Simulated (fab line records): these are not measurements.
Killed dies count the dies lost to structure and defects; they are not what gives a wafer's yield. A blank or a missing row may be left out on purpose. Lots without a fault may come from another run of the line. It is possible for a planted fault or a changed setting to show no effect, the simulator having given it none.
Comparing a struck lot with a sound one -- flow n5 finfet -- 15 steps out of a route of 1938
Sound: the wafers L388.1, L388.2, L388.3. Struck: wafer L395.6 (L395.2, L395.5, from the same lot, were not struck and are left out); the cause is given at the end.
Per side, at each step with rows, come the tool, then ch with its chambers, and then its first start. Under that, the readings that differ: sound wafers -- struck wafers -- difference of the means -- sigmas: that difference in standard deviations of wafers without a fault.
alike: readings with means less than 2 such deviations apart, plus words and numbers identical on both sides. not compared: withheld readings, readings lacking a value on some wafer, bounds such as >300 that could conceal the same value, and numbers that have no deviation in the record and whose values overlap.
The two part at a step that has a row with sigmas, a row that says differs or no value, or rows on one side only. Numbers that have no deviation but don't overlap get no sigmas and don't part them. Lack of a reading on every wafer of one side parts them only where that side has two or more wafers.

N5_BEOL_M7_OVL_MEAS_29:
  sound on overlay-01 ch 0, day 11 06:37; struck on overlay-01 ch 0, day 12 18:51
  alike: V6_OVL
N5_BEOL_M7_INSPECT_30: inspects for defects (brightfield).
  sound on defect inspect-02, day 11 06:40; struck on defect inspect-01, day 12 18:54
  alike: raw defect count
N5_BEOL_M7_DESCUM_33: chemistry O2, time 7 s.
  sound on rie diel-05 ch 0,2,3, day 11 07:13; struck on rie diel-01 ch 0, day 12 20:46
  alike: drypump motor current A, oes product au, rf vpp V, showerhead plenum p Torr, throttle valve pct
  not compared: rf hours counter h
N5_BEOL_M7_ETCH_72: etches underlayer in N2/H2, target depth 6.5 nm, time 5.2 s.
  sound on rie diel-05 ch 0,2,3, day 11 07:15; struck on rie diel-01 ch 0, day 12 20:48
  alike: bias w, drypump motor current A, etch rf on time s, oes product au, rf vpp V, showerhead plenum p Torr, throttle valve pct
  not compared: rf hours counter h
then, 1 step without rows for these wafers: N5_BEOL_M7_ETCH_65 (etches SiARC in CF4, target depth 15.6 nm, time 26 s).
N5_BEOL_M7_ETCH_66: etches SOC in N2/H2, target depth 80 nm, overetch 16 nm, time 120 s.
  sound on rie diel-05 ch 0,2,3, day 11 07:17; struck on rie diel-01 ch 0, day 12 20:50
reading,sound,struck,difference,sigmas
bias w (W),151.0 151.0 150.1,149.4,-1.3,-3
  alike: drypump motor current A, oes product au, rf vpp V, showerhead plenum p Torr, throttle valve pct
  not compared: rf hours counter h
then, 4 steps without rows for these wafers: N5_BEOL_M7_STRIP_69 (strips in N2/H2); N5_BEOL_M7_STRIP_73 (strips in N2/H2); N5_BEOL_M7_VIA_ETCH_34 (etches SiCOH lowk in C4F6/O2, target depth 125.5 nm, time 50.5 s); N5_BEOL_M7_STRIP_76 (strips in C4F6/O2).
N5_BEOL_M7_STRIP_36: strips in N2/H2.
  sound on rie diel-05 ch 0,2,3, day 11 07:27; struck on rie diel-01 ch 0, day 12 20:59
  alike: drypump motor current A, oes product au, rf vpp V, showerhead plenum p Torr, throttle valve pct
  not compared: rf hours counter h
N5_BEOL_M7_TRENCH_ETCH_37: etches SiCOH lowk in C4F6/O2, target depth 93.478 nm, time 31.2 s.
  sound: rie diel-05 ch 0,2,3; struck: rie diel-01 ch 0
  alike: C4F6_flow_sccm, bias w, drypump motor current A, oes_o_777_au, oes product au, rf vpp V, showerhead plenum p Torr, throttle valve pct
  not compared: rf hours counter h
N5_BEOL_M7_ETCH_41: etches SiCN in CH3F/O2, target depth 31.9 nm, time 57.8 s.
  sound on rie diel-05 ch 0,2,3, day 11 07:31; struck on rie diel-01 ch 0, day 12 21:04
reading,sound,struck,difference,sigmas
bias w (W),75.34 74.79 75.05,64.52,-10.54,-48
rf vpp V (V),299.5 297.1 296.6,268.6,-29.1,-22
model.etch.depth nm (nm),22.42 21.76 21.88,20.64,-1.38,
  alike: drypump motor current A, oes product au, showerhead plenum p Torr, throttle valve pct
  not compared: rf hours counter h
then, 1 step without rows for these wafers: N5_BEOL_M7_STRIP_80 (strips in N2/H2, time 10 s).
N5_PASSIVATION_PROBE_49:
  the record holds rows for the sound wafers here (prober-01, day 14 05:55) but none for the struck ones

## WHERE THEY PART
Last at N5_PASSIVATION_PROBE_49 as far as this record goes, first at N5_BEOL_M7_ETCH_66.

WHY: what the simulator had put in
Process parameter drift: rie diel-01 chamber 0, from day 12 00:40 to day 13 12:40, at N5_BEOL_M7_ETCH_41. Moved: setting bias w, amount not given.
